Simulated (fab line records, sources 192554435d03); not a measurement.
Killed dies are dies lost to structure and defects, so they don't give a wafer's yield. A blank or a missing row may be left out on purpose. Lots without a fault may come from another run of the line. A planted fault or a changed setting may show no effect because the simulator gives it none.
Which tool did it? | flow n5_finfet | 6 lots, 18 wafers sampled, at 3 steps of a route of 1938

WHAT THE GAUGES READ, wafer by wafer
N5_SD_EPI_N_OVL_MEAS_10.
lot  | measured    | on         | SD_N_BLK_OVL (nm)
L661 | day 4 05:42 | overlay-01 | 0.0 -1.2 -0.7
L663 | day 4 18:58 | overlay-01 | -1.5 -1.6 -1.5
L665 | day 5 05:59 | overlay-02 | -0.6 -0.7 -0.7
L669 | day 6 09:10 | overlay-01 | 0.1 0.3 0.4
L672 | day 7 05:56 | overlay-01 | -1.3 -1.6 -1.1
L678 | day 8 23:38 | overlay-02 | 0.0 0.1 -0.1

WHICH TOOL RAN EACH LOT (tool, then ch and the chambers of the sampled wafers, then the start)
lot  | N5_DUMMY_GATE_ETCH_23           | N5_SPACER0_ALD_07
L661 | rie_si-04 ch 1,2,3, day 4 04:11 | ald_sin-02 ch 0,2,3, day 4 04:41
L663 | rie_si-06 ch 1,2,3, day 4 17:25 | ald_sin-03 ch 0,1,3, day 4 18:06
L665 | rie_si-06 ch 0,1,3, day 5 04:26 | ald_sin-04 ch 0,1,3, day 5 04:57
L669 | rie_si-06 ch 2,3, day 6 07:26   | ald_sin-04 ch 0,1,2, day 6 08:10
L672 | rie_si-04 ch 0,1,3, day 7 04:07 | ald_sin-04 ch 0,1,2, day 7 05:04
L678 | rie_si-04 ch 0,2,3, day 8 20:23 | ald_sin-04 ch 0,1,2, day 8 22:38
- N5_DUMMY_GATE_ETCH_23: etches poly-Si in HBr/Cl2/O2, target depth 41 nm, time 22.3 s.
- N5_SPACER0_ALD_07: deposits SiNx, target thk 2 nm.

THE ANSWER, worked out from the rows above alone
Rule: what is usual is taken from the lots themselves. Put in order of their means at a reading, lots are off if they are a third of the lots or fewer, leave a main group of 4 or more, and stand apart from it by a gap of 3 or more times the standard deviation of the main group's means; of several such gaps the widest counts. A main group whose means are all the same, to the digits that the tables above print for the reading, isn't used. A lot without any number at a reading at which 4 lots or more have one is off too. The other lots that the step has rows for count as sound.
No lot is off at any reading shown: from this, nothing can be told.

WHAT THE SIMULATOR HAD PUT IN
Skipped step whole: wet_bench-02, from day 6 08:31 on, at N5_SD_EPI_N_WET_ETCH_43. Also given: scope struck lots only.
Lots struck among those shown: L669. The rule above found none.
